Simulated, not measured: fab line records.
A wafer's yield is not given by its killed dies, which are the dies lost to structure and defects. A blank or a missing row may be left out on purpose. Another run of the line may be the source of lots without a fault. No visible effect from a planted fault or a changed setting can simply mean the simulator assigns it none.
The tool behind it: which one? | flow nand-harc | Sampling: 6 lots, 18 wafers, 3 of 1159 route steps

WHAT THE GAUGES READ, wafer by wafer
NHARC_A_CHANNEL_HOLE_D1_CD_MEAS_18.
lot  | measured     | on        | cd-nm (nm)
L353 | day 8 16:55  | cd-sem-01 | 98.9 94.9 95.9
L354 | day 9 05:08  | cd-sem-02 | 98.0 98.3 99.7
L365 | day 11 08:12 | cd-sem-01 | 97.4 97.0 99.1
L366 | day 11 17:50 | cd-sem-03 | 99.6 98.8 94.5
L368 | day 12 18:26 | cd-sem-02 | 99.2 94.9 99.2
L375 | day 13 21:19 | cd-sem-02 | 94.7 95.5 94.6

TOOL THAT RAN EACH LOT (tool first, then ch and the chambers of the sampled wafers, then the start)
lot  | NHARC_A_CHANNEL_HOLE_D1_ETCH_38    | NHARC_A_CHANNEL_HOLE_D1_ETCH_34
L353 | rie-diel-13 ch 0,2,3, day 8 15:53  | rie-diel-13 ch 0,1,3, day 8 16:55 or earlier
L354 | rie-diel-08 ch 1,2,3, day 9 03:55  | rie-diel-08 ch 1,3, day 9 05:08 or earlier
L365 | rie-diel-13 ch 0,3, day 11 07:10   | rie-diel-13 ch 0,1,2, day 11 08:12 or earlier
L366 | rie-diel-13 ch 0,1,2, day 11 16:49 | rie-diel-13 ch 0,1,2, day 11 17:50 or earlier
L368 | rie-diel-11 ch 2,3, day 12 17:24   | rie-diel-11 ch 2,3, day 12 18:26 or earlier
L375 | rie-diel-11 ch 0,2,3, day 13 20:17 | rie-diel-11 ch 0,2,3, day 13 21:19 or earlier
- NHARC_A_CHANNEL_HOLE_D1_ETCH_38: etches the open film in CF4, target depth 39 nm, time 65 s.
- NHARC_A_CHANNEL_HOLE_D1_ETCH_34: etches the open film in CF4/CHF3, target depth 154 nm, time 77 s.

THE ANSWER, worked out from the rows above alone
Rule: usual is defined by the lots themselves. Put in order of their means at a reading, lots are off if they are a third of the lots or fewer, leave a main group of 4 or more, and stand apart from it by a gap of 3 or more times the standard deviation of the main group's means; of several such gaps the widest counts. Not used: any main group whose means are identical at the precision the tables above print for the reading. Also off: a lot with no number at a reading for which 4 or more lots have one. Where the step has rows for the other lots, those lots are counted as sound.
None of the lots is off at any reading shown; this tells nothing.

WHAT THE SIMULATOR HAD INSERTED
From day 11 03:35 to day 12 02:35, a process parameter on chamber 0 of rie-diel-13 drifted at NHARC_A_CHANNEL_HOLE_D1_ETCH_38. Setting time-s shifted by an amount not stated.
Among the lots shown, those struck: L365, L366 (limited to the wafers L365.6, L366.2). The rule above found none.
